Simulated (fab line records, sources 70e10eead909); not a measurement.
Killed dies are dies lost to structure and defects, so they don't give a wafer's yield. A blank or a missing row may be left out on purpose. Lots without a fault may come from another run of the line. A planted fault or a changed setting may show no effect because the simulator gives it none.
fab line records | flow nand_harc | part 1 of 2: steps 1 to 4 of 6
record lots=24 wafers=72 last_day=25
route steps=1159 shown P_M2@335 P_BONDPAD@364 A_ZERO_WELL@404 A_CHANNEL_HOLE_D1@467 A_CHANNEL_FILL_D1@493
lots that met no fault: from a run of the same line without faults
start_h: hours from the record's first day to the start of the lot's first wafer shown | wait_h: hours since the lot's step before | " the same as in the row above | L1.1+2: a row that stands for several wafers | - no value, or no start given | * or withheld: withheld | < > ~ a bound
route shown NAME@n: a module of which the file shows steps, and the number in the route of the first | usual: mean/standard deviation of fault-free wafers | same: alike in all rows | chamber/n: place in a boat | sites: the reading at each site | _std_site: their standard deviation | _edge_site: outer sites' mean less inner sites' | radius_mm: how far each site lies from the wafer's centre | mask NAME#n: copy n | behind: the tool/chamber that last shaped the wafer | hold: why the lot was held/for how many hours/how that ended | device: the transistor (n, p or np) that didn't switch | end of line: the same wafers' tests at the end of the route | a step without rows: its recipe alone | killed: dies lost to structure and defects at the first sort, not the wafer's yield | map: a wafer's dies, x killed, . not, _ none there
set.NAME: the setting as run; set.NAME@STEP: as run at that earlier step | model.NAME: the simulator's own value behind a step, which no gauge read
steps of the route over a sample of lots; a table a step, a row a wafer
services: from which hour (start_h, from the record's first day; less than 0 if before it) a tool's chamber was out of use, for how many hours, and why
## steps
# step NHARC_P_M2_STRIP_18
# recipe power_w=1000 n2_flow_sccm=150 h2_flow_sccm=150 ar_flow_sccm=0 bias_w=0 chemistry=N2/H2
# usual drypump_motor_current_A=5.6/0.62 oes_product_au=1.000/0.0087 rf_vpp_V=90.9/0.92 showerhead_plenum_p_Torr=2.09/0.078 throttle_valve_pct=14.171/0.008
# columns lot.wafer tool chamber start_h wait_h drypump_motor_current_A oes_product_au rf_hours_counter_h rf_vpp_V showerhead_plenum_p_Torr throttle_valve_pct
L075.2 rie_diel-03 1 128.31 0.1 4.8 0.995 3 91.4 2.12 14.181
L075.3 " 3 " " 5.3 1.006 3 91.1 2.16 14.157
L075.6 " 0 " " 6.5 0.986 - 91.2 2.16 14.168
L074.1 rie_diel-03 2 128.81 0.1 5.0 0.987 3 88.7 1.98 14.179
L074.3 " 3 " " 5.2 1.001 3 92.4 2.16 14.175
L074.6 " 1 " " 4.8 0.986 - 89.8 2.12 14.166
L076.1 rie_diel-04 2 138.74 0.1 5.8 0.998 2 90.4 2.02 14.188
L076.4 " 3 " " 5.1 0.984 3 90.4 1.95 14.164
L076.5 " 1 " " 5.4 0.993 - 91.2 2.19 14.166
L077.1 rie_diel-04 3 139.75 0.1 5.1 1.003 3 91.3 1.95 14.159
L077.6 " 1 " " 5.4 0.994 - 93.0 2.19 14.167
L077.5 " 2 " " 5.9 0.995 - 91.4 2.02 14.169
L078.1 rie_diel-03 2 149.43 0.1 5.1 0.998 4 91.0 1.98 14.173
L078.4 " 0 " " 6.5 1.013 4 91.0 2.16 14.174
L078.6 " 2 " " 5.0 0.994 - 89.4 1.98 14.192
L079.1 rie_diel-04 0 155.80 0.1 5.9 1.008 5 90.8 2.09 14.176
L079.4 " 1 " " 5.5 1.006 5 91.7 2.19 14.168
L079.6 " 0 " " 5.8 0.993 - 91.1 2.09 14.182
L080.2 rie_diel-03 3 161.48 0.1 5.3 1.015 4 91.7 2.15 14.184
L080.4 " 0 " " 6.6 1.007 5 90.3 2.16 14.175
L080.6 " 3 " " 5.2 1.012 - 89.7 2.15 14.164
L081.1 rie_diel-03 0 164.88 0.1 6.6 1.011 5 90.6 2.16 14.156
L081.4 " 1 " " 4.8 0.994 4 91.3 2.12 14.166
L081.3 " 3 " " 5.2 1.011 4 91.1 2.16 14.162
L082.4 rie_diel-06 2 173.76 0.1 6.4 1.001 38 91.8 2.10 14.156
L082.2 " 3 " " 6.2 1.003 40 88.9 1.90 14.166
L082.1 " 0 " " 5.9 0.995 37 90.4 2.10 14.179
L083.3 rie_diel-03 0 177.35 0.1 6.5 1.002 5 91.2 2.16 14.174
L083.1 " 1 " " 4.8 0.995 5 91.8 2.12 14.166
L083.6 " 3 " " 5.2 1.009 - 90.9 2.15 14.167
L084.3 rie_diel-06 1 194.87 0.1 6.5 1.005 40 92.8 2.15 14.164
L084.6 " 0 " " 5.9 1.008 - 90.4 2.10 14.179
L084.5 " 1 " " 6.6 1.006 - 92.7 2.15 14.167
L087.1 rie_diel-04 0 198.28 0.1 5.9 0.998 15 90.2 2.09 14.172
L087.2 " 1 " " 5.4 1.006 15 92.3 2.19 14.163
L087.6 " 2 " " 5.8 0.999 - 92.4 2.02 14.153
L085.3 rie_diel-04 0 200.15 0.1 5.8 0.984 15 91.6 2.09 14.166
L085.4 " 2 " " 5.8 1.004 13 90.6 2.02 14.175
L085.5 " 0 " " 5.8 0.993 - 90.7 2.09 14.168
L086.4 rie_diel-03 2 205.10 0.1 5.0 1.003 6 90.9 1.98 14.179
L086.1 " 3 " " 5.3 1.004 6 92.1 2.15 14.155
L086.6 " 2 " " 5.0 0.986 - 89.3 1.98 14.173
L088.1 rie_diel-03 0 206.90 0.1 6.5 1.002 6 92.5 2.16 14.193
L088.3 " 1 " " 4.9 1.003 6 91.0 2.12 14.178
L088.5 " 1 " " 4.8 1.007 - 90.9 2.12 14.177
L089.1 rie_diel-03 1 214.10 0.1 4.8 1.000 6 90.7 2.12 14.169
L089.2 " 2 " " 5.0 0.988 6 90.3 1.98 14.177
L089.5 " 0 " " 6.5 0.994 - 92.5 2.16 14.167
L090.1 rie_diel-03 2 225.80 0.1 5.0 0.996 0 89.5 1.98 14.167
L090.2 " 3 " " 5.3 1.025 0 90.9 2.15 14.170
L090.4 " 1 " " 4.9 1.010 0 91.8 2.12 14.173
L091.4 rie_diel-03 1 229.86 0.1 4.9 0.995 0 91.5 2.12 14.168
L091.3 " 2 " " 5.0 0.989 0 88.7 1.98 14.164
L091.1 " 3 " " 5.2 1.024 0 90.5 2.15 14.178
L092.1 rie_diel-04 0 232.26 0.1 5.9 0.990 23 91.2 2.09 14.157
L092.6 " 0 " " 5.8 1.003 - 91.2 2.09 14.174
L092.5 " 1 " " 5.5 0.991 - 91.6 2.19 14.181
L093.3 rie_diel-03 1 235.87 0.1 4.9 1.009 1 90.8 2.12 14.169
L093.2 " 3 " " 5.2 1.012 1 90.2 2.15 14.178
L093.1 " 0 " " 6.5 0.999 1 90.8 2.16 14.167
L094.3 rie_diel-03 1 244.47 0.1 4.8 1.008 1 90.7 2.12 14.165
L094.4 " 2 " " 5.0 0.989 1 90.1 1.98 14.173
L094.6 " 1 " " 4.8 1.003 - 91.8 2.12 14.175
L095.2 rie_diel-03 1 245.23 0.1 4.8 1.010 1 91.7 2.12 14.179
L095.1 " 3 " " 5.2 1.022 1 90.7 2.15 14.172
L095.6 " 1 " " 4.8 1.007 - 91.3 2.12 14.171
L096.4 rie_diel-06 2 258.30 0.1 6.5 0.997 3 90.2 2.09 14.172
L096.2 " 3 " " 6.3 0.999 3 90.2 1.89 14.177
L096.5 " 2 " " 6.4 1.004 - 90.4 2.09 14.172
L097.3 rie_diel-04 1 268.26 0.1 5.4 1.004 26 91.1 2.18 14.167
L097.1 " 0 " " 5.8 1.002 27 90.4 2.09 14.179
L097.6 " 2 " " 5.8 0.993 - 91.1 2.02 14.168
# step NHARC_P_BONDPAD_CD_MEAS_09
# recipe target_cd_nm=500 landing_energy_ev=500
# usual cd_nm=498.2/1.9
# columns lot.wafer tool chamber start_h wait_h cd_nm
L075.2 cd_sem-02 0 132.43 - 497.6
L075.3 " 0 " " 497.4
L075.6 " 0 " " 499.6
L074.1 cd_sem-01 0 132.62 - 495.1
L074.3 " 0 " " 496.7
L074.6 " 0 " " 498.1
L076.1 cd_sem-01 0 142.76 - 497.8
L076.4 " 0 " " 495.4
L076.5 " 0 " " 497.4
L077.1 cd_sem-02 0 143.68 - 499.5
L077.5 " 0 " " 496.3
L077.6 " 0 " " 496.6
L078.1 cd_sem-02 0 153.41 - 500.2
L078.4 " 0 " " 498.5
L078.6 " 0 " " 502.1
L079.1 cd_sem-01 0 159.74 - 498.8
L079.4 " 0 " " 498.9
L079.6 " 0 " " 495.3
L080.2 cd_sem-02 0 165.75 - 498.4
L080.4 " 0 " " 499.0
L080.6 " 0 " " 500.0
L081.1 cd_sem-03 0 169.24 - 500.8
L081.3 " 0 " " 497.4
L081.4 " 0 " " 498.1
L082.1 cd_sem-02 0 177.88 - 498.9
L082.2 " 0 " " 498.4
L082.4 " 0 " " 495.9
L083.1 cd_sem-03 0 181.43 - 499.5
L083.3 " 0 " " 500.1
L083.6 " 0 " " 498.7
L084.3 cd_sem-02 0 199.38 - 499.0
L084.5 " 0 " " 495.3
L084.6 " 0 " " 498.2
L087.1 cd_sem-03 0 202.43 - 497.5
L087.2 " 0 " " 496.9
L087.6 " 0 " " 495.4
L085.3 cd_sem-01 0 204.12 - 501.0
L085.4 " 0 " " 504.0
L085.5 " 0 " " 501.8
L086.1 cd_sem-01 0 209.56 - 493.8
L086.4 " 0 " " 494.6
L086.6 " 0 " " 495.0
L088.1 cd_sem-02 0 211.03 - 500.2
L088.3 " 0 " " 499.4
L088.5 " 0 " " 496.6
L089.1 cd_sem-03 0 218.06 - 499.0
L089.2 " 0 " " 497.8
L089.5 " 0 " " 499.1
L090.1 cd_sem-03 0 229.96 - 499.0
L090.2 " 0 " " 500.8
L090.4 " 0 " " 497.0
L091.1 cd_sem-02 0 233.85 - 498.7
L091.3 " 0 " " 494.2
L091.4 " 0 " " 495.3
L092.1 cd_sem-01 0 236.76 - 499.0
L092.5 " 0 " " 498.2
L092.6 " 0 " " 497.7
L093.1 cd_sem-02 0 239.88 - 499.7
L093.2 " 0 " " 499.2
L093.3 " 0 " " 499.2
L094.3 cd_sem-01 0 248.58 - 499.1
L094.4 " 0 " " 499.5
L094.6 " 0 " " 501.2
L095.1 cd_sem-02 0 249.24 - 498.5
L095.2 " 0 " " 498.5
L095.6 " 0 " " 499.6
L096.2 cd_sem-01 0 262.47 - 497.8
L096.4 " 0 " " 496.9
L096.5 " 0 " " 499.7
L097.1 cd_sem-01 0 272.63 - 496.3
L097.3 " 0 " " 497.7
L097.6 " 0 " " 496.7
# step NHARC_A_ZERO_WELL_ETCH_19
# recipe target_depth_a=800 overetch_a=240 time_s=87.88 ion_energy_ev=200 n2_flow_sccm=150 h2_flow_sccm=150 ar_flow_sccm=0 rf_w=400 bias_w=150 chemistry=N2/H2
# usual drypump_motor_current_A=6.0/0.46 oes_product_au=0.997/0.01 rf_vpp_V=430.5/2.9 showerhead_plenum_p_Torr=2.04/0.1 throttle_valve_pct=14.171/0.0096
# columns lot.wafer tool chamber start_h wait_h drypump_motor_current_A oes_product_au rf_hours_counter_h rf_vpp_V showerhead_plenum_p_Torr throttle_valve_pct
L075.2 rie_diel-12 1 136.75 0.1 6.5 0.993 10 432.5 2.09 14.171
L075.3 " 2 " " 6.5 0.987 8 430.2 2.06 14.176
L075.6 " 0 " " 5.8 1.003 - 426.5 1.91 14.180
L074.3 rie_diel-10 3 137.03 0.1 5.7 0.979 7 427.2 1.96 14.160
L074.1 " 2 " " 6.6 0.999 7 434.2 2.17 14.175
L074.6 " 3 " " 5.8 0.985 - 427.6 1.96 14.175
L076.4 rie_diel-12 2 147.18 0.1 6.5 0.985 8 431.5 2.06 14.172
L076.1 " 0 " " 5.8 1.000 11 424.9 1.91 14.176
L076.5 " 1 " " 6.6 0.994 - 432.5 2.09 14.160
L077.1 rie_diel-10 1 148.05 0.1 5.3 0.983 8 429.2 1.94 14.161
L077.5 " 2 " " 6.6 0.990 - 434.2 2.17 14.175
L077.6 " 3 " " 5.8 0.984 - 427.7 1.96 14.170
L078.4 rie_diel-12 2 157.63 0.1 6.6 1.001 9 430.9 2.06 14.162
L078.1 " 3 " " 5.7 1.012 11 427.8 1.97 14.173
L078.6 " 0 " " 5.8 1.003 - 425.7 1.91 14.169
L079.4 rie_diel-12 1 163.93 0.1 6.5 0.994 11 432.7 2.09 14.174
L079.1 " 2 " " 6.5 0.987 9 429.8 2.06 14.175
L079.6 " 0 " " 5.8 1.000 - 426.8 1.91 14.158
L080.4 rie_diel-10 1 170.07 0.1 5.3 0.976 10 427.2 1.93 14.165
L080.2 " 3 " " 5.8 0.982 10 427.8 1.96 14.147
L080.6 " 0 " " 6.3 1.015 - 433.3 2.18 14.165
L081.1 rie_diel-09 2 173.58 0.1 5.2 0.995 4 428.9 1.93 14.169
L081.3 " 3 " " 6.0 1.015 4 432.9 2.08 14.161
L081.4 " 1 " " 6.1 1.008 5 433.1 2.18 14.172
L082.1 rie_diel-12 2 182.40 0.1 6.5 1.003 13 431.1 2.05 14.165
L082.2 " 3 " " 5.7 1.002 14 428.5 1.96 14.176
L082.4 " 0 " " 5.8 0.990 15 426.8 1.91 14.168
L083.3 rie_diel-09 3 187.44 0.1 6.0 1.014 6 431.9 2.08 14.185
L083.1 " 0 " " 6.2 1.013 7 434.6 2.16 14.154
L083.6 " 2 " " 5.2 0.999 - 425.8 1.93 14.190
L084.3 rie_diel-10 3 203.74 0.1 5.8 1.003 0 427.7 1.96 14.163
L084.5 " 3 " " 5.8 0.999 - 427.7 1.96 14.164
L084.6 " 0 " " 6.3 1.005 - 434.5 2.18 14.178
L087.1 rie_diel-09 3 206.67 0.1 6.0 1.012 7 429.8 2.08 14.197
L087.2 " 0 " " 6.2 1.002 8 432.2 2.16 14.157
L087.6 " 3 " " 6.0 1.002 - 431.2 2.08 14.160
L085.3 rie_diel-10 2 208.48 0.1 6.6 1.000 1 433.4 2.16 14.171
L085.4 " 3 " " 5.8 1.010 1 429.1 1.96 14.164
L085.5 " 3 " " 5.8 1.005 - 426.7 1.96 14.191
L086.1 rie_diel-12 1 214.04 0.1 6.5 1.010 1 433.7 2.09 14.165
L086.4 " 3 " " 5.7 1.003 1 428.7 1.96 14.163
L086.6 " 1 " " 6.5 0.997 - 431.7 2.09 14.184
L088.3 rie_diel-09 1 215.25 0.1 6.1 0.998 9 433.8 2.18 14.155
L088.1 " 2 " " 5.3 0.989 8 427.5 1.93 14.170
L088.5 " 1 " " 6.1 1.003 - 433.6 2.18 14.166
L089.2 rie_diel-10 2 222.33 0.1 6.7 0.992 2 432.5 2.16 14.178
L089.1 " 3 " " 5.8 1.005 2 427.7 1.96 14.168
L089.5 " 1 " " 5.2 0.981 - 427.1 1.93 14.182
L090.1 rie_diel-09 2 234.32 0.1 5.3 0.991 9 427.3 1.92 14.160
L090.2 " 3 " " 6.0 1.000 9 430.2 2.08 14.160
L090.4 " 2 " " 5.3 0.990 - 427.3 1.93 14.154
L091.3 rie_diel-10 2 238.27 0.1 6.7 0.987 3 433.1 2.16 14.179
L091.4 " 3 " " 5.9 0.999 3 429.2 1.96 14.182
L091.1 " 0 " " 6.3 0.989 3 434.6 2.18 14.156
L092.1 rie_diel-12 2 241.16 0.1 6.5 0.997 5 430.8 2.05 14.174
L092.6 " 2 " " 6.5 1.007 - 430.4 2.05 14.186
L092.5 " 3 " " 5.7 0.998 - 428.2 1.96 14.172
L093.1 rie_diel-10 0 244.38 0.1 6.2 0.992 3 433.1 2.18 14.177
L093.3 " 1 " " 5.2 0.974 4 426.5 1.93 14.179
L093.2 " 2 " " 6.7 0.991 4 433.3 2.16 14.168
L094.4 rie_diel-12 1 252.85 0.1 6.5 1.013 6 432.2 2.09 14.169
L094.3 " 3 " " 5.8 0.997 6 428.2 1.96 14.191
L094.6 " 0 " " 5.8 1.000 - 427.0 1.91 14.184
L095.2 rie_diel-10 2 253.63 0.1 6.7 0.995 5 433.7 2.16 14.160
L095.1 " 0 " " 6.3 1.003 4 434.9 2.18 14.185
L095.6 " 3 " " 5.8 0.987 - 428.0 1.96 14.165
L096.4 rie_diel-10 0 266.92 0.1 6.2 1.006 5 432.9 2.18 14.185
L096.2 " 2 " " 6.7 0.989 6 434.6 2.16 14.182
L096.5 " 3 " " 5.8 1.007 - 428.3 1.96 14.170
L097.3 rie_diel-10 3 277.10 0.1 5.8 0.998 6 427.4 1.96 14.174
L097.1 " 1 " " 5.3 0.977 6 427.3 1.93 14.171
L097.6 " 2 " " 6.7 0.988 - 434.5 2.16 14.174
# step NHARC_A_CHANNEL_HOLE_D1_ETCH_39
# recipe target_depth_a=2600 over_etch_frac=0.3 time_s=325 ion_energy_ev=200 n2_flow_sccm=150 h2_flow_sccm=150 ar_flow_sccm=0 rf_w=400 bias_w=150 chemistry=N2/H2
# usual drypump_motor_current_A=5.6/0.34 oes_product_au=0.999/0.0095 rf_vpp_V=431/3.1 showerhead_plenum_p_Torr=2.04/0.11 throttle_valve_pct=14.171/0.0094
# columns lot.wafer tool chamber start_h wait_h drypump_motor_current_A oes_product_au rf_hours_counter_h rf_vpp_V showerhead_plenum_p_Torr throttle_valve_pct
L074.3 rie_diel-11 2 - - 6.1 1.012 10 433 2.15 14.178
L074.1 " 1 " " 5.6 1.010 9 428 1.90 14.164
L074.6 " 0 " " 5.3 1.015 - 434 2.16 14.153
L075.2 rie_diel-07 0 - - 5.2 1.002 9 432 2.04 14.178
L075.3 " 1 " " 5.5 0.986 9 430 2.03 14.170
L075.6 " 3 " " 6.1 1.011 - 427 1.95 14.166
L077.1 rie_diel-07 1 - - 5.5 0.998 9 431 2.03 14.169
L077.6 " 2 " " 6.4 0.984 - 431 2.10 14.163
L077.5 " 3 " " 6.1 0.999 - 429 1.95 14.169
L076.4 rie_diel-11 3 - - 5.3 1.008 10 427 1.92 14.160
L076.1 " 0 " " 5.3 1.012 10 434 2.16 14.185
L076.5 " 2 " " 6.2 1.005 - 433 2.15 14.172
L078.1 rie_diel-11 3 - - 5.3 0.996 0 428 1.92 14.165
L078.4 " 0 " " 5.3 1.004 0 435 2.16 14.174
L078.6 " 2 " " 6.2 1.004 - 434 2.15 14.162
L079.1 rie_diel-02 1 - - 5.9 1.010 2 426 1.89 14.150
L079.4 " 0 " " 5.6 1.008 2 433 2.14 14.169
L079.6 " 2 " " 5.4 0.988 - 435 2.17 14.168
L081.1 rie_diel-07 0 - - 5.2 1.003 11 431 2.04 14.166
L081.3 " 1 " " 5.5 0.988 11 429 2.03 14.191
L081.4 " 2 " " 6.4 1.000 12 431 2.10 14.170
L080.2 rie_diel-11 2 - - 6.1 1.000 1 434 2.15 14.175
L080.4 " 1 " " 5.6 1.007 1 426 1.90 14.162
L080.6 " 3 " " 5.3 1.003 - 428 1.92 14.177
L083.3 rie_diel-11 0 - - 5.3 0.999 2 434 2.16 14.192
L083.1 " 1 " " 5.6 1.006 2 426 1.90 14.170
L083.6 " 3 " " 5.3 0.998 - 427 1.92 14.153
L082.2 rie_diel-02 0 - - 5.7 1.014 4 432 2.14 14.176
L082.4 " 2 " " 5.4 0.989 4 435 2.17 14.165
L082.1 " 3 " " 5.6 0.973 3 429 2.00 14.169
L084.3 rie_diel-11 2 - - 6.1 0.997 3 434 2.15 14.164
L084.6 " 0 " " 5.3 1.007 - 433 2.16 14.170
L084.5 " 1 " " 5.6 1.012 - 427 1.90 14.173
L085.3 rie_diel-02 0 - - 5.7 1.001 5 434 2.14 14.180
L085.4 " 1 " " 5.9 1.006 5 427 1.89 14.175
L085.5 " 0 " " 5.7 1.009 - 434 2.14 14.178
L087.2 rie_diel-11 0 - - 5.3 1.008 4 435 2.16 14.170
L087.1 " 2 " " 6.2 0.996 3 434 2.15 14.179
L087.6 " 0 " " 5.3 0.994 - 434 2.16 14.188
L086.1 rie_diel-11 2 - - 6.2 0.994 4 433 2.15 14.174
L086.4 " 3 " " 5.3 1.003 4 428 1.92 14.167
L086.6 " 2 " " 6.2 1.003 - 432 2.15 14.167
L088.1 rie_diel-02 3 - - 5.6 0.981 6 429 2.00 14.155
L088.3 " 1 " " 5.9 1.008 6 425 1.89 14.162
L088.5 " 3 " " 5.6 0.984 - 430 2.00 14.189
L089.1 rie_diel-02 3 - - 5.6 0.975 7 429 2.00 14.176
L089.2 " 0 " " 5.6 1.002 7 433 2.14 14.178
L089.5 " 2 " " 5.5 0.991 - 434 2.17 14.185
L090.2 rie_diel-02 2 - - 5.4 0.988 9 434 2.17 14.175
L090.1 " 3 " " 5.6 0.989 8 429 2.00 14.174
L090.4 " 0 " " 5.7 1.004 8 434 2.14 14.172
L091.1 rie_diel-07 2 - - 6.4 1.004 3 432 2.10 14.184
L091.3 " 1 " " 5.5 1.002 3 430 2.02 14.187
L091.4 " 2 " " 6.4 0.989 - 433 2.09 14.179
L092.1 rie_diel-02 3 - - 5.6 0.986 8 429 2.00 14.167
L092.5 " 1 " " 5.9 0.997 - 426 1.89 14.167
L092.6 " 2 " " 5.5 0.995 - 434 2.17 14.176
L093.1 rie_diel-11 0 287.32 0.2 5.3 0.996 6 433 2.16 14.160
L093.2 " 0 " " 5.3 1.000 - 434 2.16 14.188
L093.3 " 0 " " 5.3 0.999 - 432 2.16 14.153
L094.4 rie_diel-11 2 - - 6.2 0.999 5 435 2.15 14.170
L094.3 " 0 " " 5.3 0.995 8 436 2.16 14.163
L094.6 " 1 " " 5.6 1.004 - 425 1.90 14.165
L095.2 rie_diel-07 0 - - 5.2 0.976 5 430 2.03 14.162
L095.1 " 3 " " 6.1 0.996 4 428 1.95 14.184
L095.6 " 1 " " 5.5 1.003 - 431 2.02 14.168
L096.2 rie_diel-11 0 - - 5.3 1.002 9 434 2.16 14.169
L096.4 " 1 " " 5.6 1.020 7 427 1.90 14.170
L096.5 " 3 " " 5.3 0.999 - 426 1.92 14.190
L097.3 rie_diel-02 1 - - 5.9 1.003 12 429 1.89 14.179
L097.1 " 2 " " 5.5 1.000 13 433 2.17 14.171
L097.6 " 3 " " 5.6 0.993 - 428 2.00 14.169
